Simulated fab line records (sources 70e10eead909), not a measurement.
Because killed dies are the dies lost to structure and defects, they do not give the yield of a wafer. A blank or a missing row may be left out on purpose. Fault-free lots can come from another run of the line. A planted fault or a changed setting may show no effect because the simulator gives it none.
Chamber matching :: flow nand-harc :: NHARC_A_STAIRCASE_TRIM_20 on rie-diel-06: 4 sister chambers
The step chemistry O2, time 211.2 s. 8 wafers are shown with their chamber, then 7 later ones without.

== EACH WAFER AND ITS CHAMBER ==
wafer: L076.5
chamber: 1
drypump-motor-current-A (A): 5.5
showerhead-plenum-p-Torr (Torr): 3.61

wafer: L081.1
chamber: 1
drypump-motor-current-A (A): 5.5
showerhead-plenum-p-Torr (Torr): 3.60

wafer: L081.6
chamber: 2
drypump-motor-current-A (A): 5.0
showerhead-plenum-p-Torr (Torr): 3.48

wafer: L085.1
chamber: 3
drypump-motor-current-A (A): 6.5
showerhead-plenum-p-Torr (Torr): 3.29

wafer: L085.2
chamber: 0
drypump-motor-current-A (A): 5.6
showerhead-plenum-p-Torr (Torr): 3.66

wafer: L085.6
chamber: 2
drypump-motor-current-A (A): 5.0
showerhead-plenum-p-Torr (Torr): 3.47

wafer: L091.2
chamber: 3
drypump-motor-current-A (A): 6.5
showerhead-plenum-p-Torr (Torr): 3.80

wafer: L091.4
chamber: 0
drypump-motor-current-A (A): 5.7
showerhead-plenum-p-Torr (Torr): 3.65

== WAFERS MISSING THEIR CHAMBER ==
wafer: L091.5
drypump-motor-current-A (A): 5.5
showerhead-plenum-p-Torr (Torr): 3.59

wafer: L092.2
drypump-motor-current-A (A): 5.5
showerhead-plenum-p-Torr (Torr): 3.58

wafer: L092.5
drypump-motor-current-A (A): 5.0
showerhead-plenum-p-Torr (Torr): 3.46

wafer: L092.6
drypump-motor-current-A (A): 5.5
showerhead-plenum-p-Torr (Torr): 3.58

wafer: L096.2
drypump-motor-current-A (A): 6.5
showerhead-plenum-p-Torr (Torr): 3.79

wafer: L096.3
drypump-motor-current-A (A): 5.5
showerhead-plenum-p-Torr (Torr): 3.58

wafer: L096.5
drypump-motor-current-A (A): 5.0
showerhead-plenum-p-Torr (Torr): 3.45

== WHICH CHAMBER EACH WENT THROUGH ==
wafer: L091.5
from the rows above: 1
in truth: 1

wafer: L092.2
from the rows above: 1
in truth: 1

wafer: L092.5
from the rows above: 2
in truth: 2

wafer: L092.6
from the rows above: 1
in truth: 1

wafer: L096.2
from the rows above: 3
in truth: 3

wafer: L096.3
from the rows above: 1
in truth: 1

wafer: L096.5
from the rows above: 2
in truth: 2
Correctly placed: 7 of 7. From these rows, 0 cannot be placed. Placed wrongly: 0.
How it was worked out, from the rows above alone: a wafer's distance from a chamber is the root of the sum, over the readings, of the square of ((its reading less the chamber's mean) divided by the reading's scatter). The wafer belongs to the nearest chamber; if the next one is less than 2 further off, it can't be placed. For every chamber, the mean is computed from those of its wafers that are shown. The scatter is the square root of a quotient: the sum, over the shown wafers, of each reading's squared deviation from its chamber's mean, divided by wafers minus chambers.
